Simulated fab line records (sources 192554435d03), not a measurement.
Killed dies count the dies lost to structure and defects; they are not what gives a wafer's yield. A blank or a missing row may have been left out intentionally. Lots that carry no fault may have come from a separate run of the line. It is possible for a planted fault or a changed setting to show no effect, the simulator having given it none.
Split-lot trial / flow n5_finfet / route with 1938 steps; 7 lots, 39 wafers read

ABOUT THE SPLIT
At N5_BEOL_M12_ILD_DEP_00 (deposits SiOC from DEMS/O2, target thk 658.92 nm, time 130.7 s), the setting target_thk_a was moved away from the recipe's 6589.2 angstrom on 18 of the 39 wafers read, by -48.7% to +40.1%. This setting was run at the recipe's value on the other wafers.

FROM THE SPLIT TO THE READING: what the file shows between them, 6 steps
- N5_BEOL_M12_THK_MEAS_01
- N5_BEOL_M12_COAT_58: time 60 s, resist thk 89 nm
- N5_BEOL_M12_COAT_04: resist thk 400 nm
- N5_BEOL_M12_DESCUM_15: chemistry O2, time 7.9 s
- N5_BEOL_M12_ETCH_59: etches BARC in N2/H2, target depth 89 nm, overetch 26.7 nm, time 67.9 s
- N5_BEOL_M12_VIA_ETCH_16: etches SiOC in C4F8/O2/Ar, target depth 724.8 nm

THE READING
oes_product_au, in a.u., at N5_BEOL_M12_STRIP_63 (strips in N2/H2). Fault-free wafers of this fab line usually give 0.692 a.u., standard deviation 0.0046 a.u.

wafer=L074.1; tool, chamber at the split=pecvd-01, 1; target_thk_a as run, angstrom=6589.2; against the recipe=recipe; oes_product_au, a.u.=0.691; against lot-mates on the recipe=-
wafer=L074.2; tool, chamber at the split=pecvd-01, 2; target_thk_a as run, angstrom=6589.2; against the recipe=recipe; oes_product_au, a.u.=0.691; against lot-mates on the recipe=-
wafer=L074.3; tool, chamber at the split=pecvd-01, 0; target_thk_a as run, angstrom=5448; against the recipe=-17.3%; oes_product_au, a.u.=0.707; against lot-mates on the recipe=+0.013
wafer=L074.4; tool, chamber at the split=pecvd-01, 1; target_thk_a as run, angstrom=5448; against the recipe=-17.3%; oes_product_au, a.u.=0.702; against lot-mates on the recipe=+0.008
wafer=L074.5; tool, chamber at the split=pecvd-01, 2; target_thk_a as run, angstrom=6589.2; against the recipe=recipe; oes_product_au, a.u.=0.701; against lot-mates on the recipe=-
wafer=L074.6; tool, chamber at the split=pecvd-01, 0; target_thk_a as run, angstrom=5448; against the recipe=-17.3%; oes_product_au, a.u.=0.704; against lot-mates on the recipe=+0.010
wafer=L075.1; tool, chamber at the split=pecvd-02, 1; target_thk_a as run, angstrom=6589.2; against the recipe=recipe; oes_product_au, a.u.=0.696; against lot-mates on the recipe=-
wafer=L075.4; tool, chamber at the split=pecvd-02, 1; target_thk_a as run, angstrom=6589.2; against the recipe=recipe; oes_product_au, a.u.=0.688; against lot-mates on the recipe=-
wafer=L075.5; tool, chamber at the split=pecvd-02, 2; target_thk_a as run, angstrom=6589.2; against the recipe=recipe; oes_product_au, a.u.=0.690; against lot-mates on the recipe=-
wafer=L080.1; tool, chamber at the split=pecvd-01, 0; target_thk_a as run, angstrom=8190; against the recipe=+24.3%; oes_product_au, a.u.=0.677; against lot-mates on the recipe=-0.014
wafer=L080.2; tool, chamber at the split=pecvd-01, 2; target_thk_a as run, angstrom=6589.2; against the recipe=recipe; oes_product_au, a.u.=0.692; against lot-mates on the recipe=-
wafer=L080.3; tool, chamber at the split=pecvd-01, 1; target_thk_a as run, angstrom=6589.2; against the recipe=recipe; oes_product_au, a.u.=0.688; against lot-mates on the recipe=-
wafer=L080.4; tool, chamber at the split=pecvd-01, 0; target_thk_a as run, angstrom=8190; against the recipe=+24.3%; oes_product_au, a.u.=0.671; against lot-mates on the recipe=-0.020
wafer=L080.5; tool, chamber at the split=pecvd-01, 1; target_thk_a as run, angstrom=8190; against the recipe=+24.3%; oes_product_au, a.u.=0.673; against lot-mates on the recipe=-0.018
wafer=L080.6; tool, chamber at the split=pecvd-01, 2; target_thk_a as run, angstrom=6589.2; against the recipe=recipe; oes_product_au, a.u.=0.692; against lot-mates on the recipe=-
wafer=L084.1; tool, chamber at the split=pecvd-01, 1; target_thk_a as run, angstrom=6589.2; against the recipe=recipe; oes_product_au, a.u.=0.691; against lot-mates on the recipe=-
wafer=L084.2; tool, chamber at the split=pecvd-01, 2; target_thk_a as run, angstrom=9232; against the recipe=+40.1%; oes_product_au, a.u.=0.654; against lot-mates on the recipe=-0.037
wafer=L084.3; tool, chamber at the split=pecvd-01, 0; target_thk_a as run, angstrom=6589.2; against the recipe=recipe; oes_product_au, a.u.=0.693; against lot-mates on the recipe=-
wafer=L084.4; tool, chamber at the split=pecvd-01, 2; target_thk_a as run, angstrom=9232; against the recipe=+40.1%; oes_product_au, a.u.=0.653; against lot-mates on the recipe=-0.038
wafer=L084.5; tool, chamber at the split=pecvd-01, 0; target_thk_a as run, angstrom=6589.2; against the recipe=recipe; oes_product_au, a.u.=0.688; against lot-mates on the recipe=-
wafer=L084.6; tool, chamber at the split=pecvd-01, 1; target_thk_a as run, angstrom=9232; against the recipe=+40.1%; oes_product_au, a.u.=0.668; against lot-mates on the recipe=-0.023
wafer=L087.1; tool, chamber at the split=pecvd-01, 2; target_thk_a as run, angstrom=6589.2; against the recipe=recipe; oes_product_au, a.u.=0.690; against lot-mates on the recipe=-
wafer=L087.2; tool, chamber at the split=pecvd-01, 1; target_thk_a as run, angstrom=6589.2; against the recipe=recipe; oes_product_au, a.u.=0.693; against lot-mates on the recipe=-
wafer=L087.3; tool, chamber at the split=pecvd-01, 2; target_thk_a as run, angstrom=9201; against the recipe=+39.6%; oes_product_au, a.u.=0.659; against lot-mates on the recipe=-0.032
wafer=L087.4; tool, chamber at the split=pecvd-01, 1; target_thk_a as run, angstrom=9201; against the recipe=+39.6%; oes_product_au, a.u.=0.663; against lot-mates on the recipe=-0.028
wafer=L087.5; tool, chamber at the split=pecvd-01, 1; target_thk_a as run, angstrom=9201; against the recipe=+39.6%; oes_product_au, a.u.=0.662; against lot-mates on the recipe=-0.029
wafer=L087.6; tool, chamber at the split=pecvd-01, 2; target_thk_a as run, angstrom=6589.2; against the recipe=recipe; oes_product_au, a.u.=0.690; against lot-mates on the recipe=-
wafer=L088.1; tool, chamber at the split=pecvd-03, 0; target_thk_a as run, angstrom=6589.2; against the recipe=recipe; oes_product_au, a.u.=0.697; against lot-mates on the recipe=-
wafer=L088.2; tool, chamber at the split=pecvd-03, 2; target_thk_a as run, angstrom=6589.2; against the recipe=recipe; oes_product_au, a.u.=0.701; against lot-mates on the recipe=-
wafer=L088.3; tool, chamber at the split=pecvd-03, 1; target_thk_a as run, angstrom=3382; against the recipe=-48.7%; oes_product_au, a.u.=0.824; against lot-mates on the recipe=+0.127
wafer=L088.4; tool, chamber at the split=pecvd-03, 0; target_thk_a as run, angstrom=6589.2; against the recipe=recipe; oes_product_au, a.u.=0.694; against lot-mates on the recipe=-
wafer=L088.5; tool, chamber at the split=pecvd-03, 1; target_thk_a as run, angstrom=3382; against the recipe=-48.7%; oes_product_au, a.u.=0.822; against lot-mates on the recipe=+0.125
wafer=L088.6; tool, chamber at the split=pecvd-03, 2; target_thk_a as run, angstrom=3382; against the recipe=-48.7%; oes_product_au, a.u.=0.817; against lot-mates on the recipe=+0.120
wafer=L091.1; tool, chamber at the split=pecvd-01, 0; target_thk_a as run, angstrom=6589.2; against the recipe=recipe; oes_product_au, a.u.=0.699; against lot-mates on the recipe=-
wafer=L091.2; tool, chamber at the split=pecvd-01, 2; target_thk_a as run, angstrom=4107; against the recipe=-37.7%; oes_product_au, a.u.=0.765; against lot-mates on the recipe=+0.071
wafer=L091.3; tool, chamber at the split=pecvd-01, 1; target_thk_a as run, angstrom=6589.2; against the recipe=recipe; oes_product_au, a.u.=0.691; against lot-mates on the recipe=-
wafer=L091.4; tool, chamber at the split=pecvd-01, 0; target_thk_a as run, angstrom=6589.2; against the recipe=recipe; oes_product_au, a.u.=0.693; against lot-mates on the recipe=-
wafer=L091.5; tool, chamber at the split=pecvd-01, 2; target_thk_a as run, angstrom=4107; against the recipe=-37.7%; oes_product_au, a.u.=0.765; against lot-mates on the recipe=+0.071
wafer=L091.6; tool, chamber at the split=pecvd-01, 1; target_thk_a as run, angstrom=4107; against the recipe=-37.7%; oes_product_au, a.u.=0.750; against lot-mates on the recipe=+0.056

THE FIT
A straight line over all 39 wafers: oes_product_au changes by -0.00154 a.u. for each +1% of target_thk_a; r = -0.90; the points scatter about the line by 0.018 a.u.
The same after taking each lot's own level away (the mean of its wafers on the recipe; 39 wafers): -0.00147 a.u. for each +1%; r = -0.90; scatter 0.018 a.u.
On that fit, the largest move of target_thk_a shifts the reading by 0.072 a.u.
From 0.6907 to 0.6973 a.u.: that is the span of the lots' own levels, equal to 1.4 times the standard deviation above.
The two slopes are in agreement: the lot-to-lot level therefore moves the slope only a little.
Check: for one of the wafers moved furthest among these (-48.7%), held out of the fit, the line's prediction against its lot-mates is +0.0743 a.u. It came out at +0.127 a.u. against them.

THE WHOLE CHAIN: every reading that the file lists as answering this split, in the file's order
step=N5_BEOL_M12_ILD_DEP_00; what it does=deposits SiOC from DEMS/O2, target thk 658.92 nm, time 130.7 s; reading=SiOC_of_BEOL_M12_ILD_DEP_00.thk_nm (the simulator's own value, which no gauge read); change (the file's fit)=+6.55 nm for each +1% of the setting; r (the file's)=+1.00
step=N5_BEOL_M12_THK_MEAS_01; what it does=; reading=M12_ILD_THK; change (the file's fit)=+6.55 for each +1% of the setting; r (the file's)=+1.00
step=N5_BEOL_M12_VIA_ETCH_16; what it does=etches SiOC in C4F8/O2/Ar, target depth 724.8 nm; reading=etch.depth_nm (the simulator's own value, which no gauge read); change (the file's fit)=+6.55 nm for each +1% of the setting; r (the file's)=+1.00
step=N5_BEOL_M12_VIA_ETCH_16; what it does=etches SiOC in C4F8/O2/Ar, target depth 724.8 nm; reading=coat_of_BEOL_M12_COAT_04.thk_nm (the simulator's own value, which no gauge read); change (the file's fit)=-1.91 nm for each +1% of the setting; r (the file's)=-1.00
step=N5_BEOL_M12_STRIP_63; what it does=strips in N2/H2; reading=oes_product_au; change (the file's fit)=-0.00147 a.u. for each +1% of the setting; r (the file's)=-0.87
step=N5_BEOL_M12_STRIP_63; what it does=strips in N2/H2; reading=strip_time_to_endpoint_s; change (the file's fit)=withheld for each +1% of the setting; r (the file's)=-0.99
step=N5_BEOL_M12_ETCH_38; what it does=etches SiCN in CF4/N2, target depth 68.7 nm, time 73.4 s; reading=SiOC_of_BEOL_M12_ILD_DEP_00.thk_nm (the simulator's own value, which no gauge read); change (the file's fit)=+6.56 nm for each +1% of the setting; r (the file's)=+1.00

THE FILE'S OWN FIT
oes_product_au changes by -0.00147 a.u. for each +1% of target_thk_a, r = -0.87.
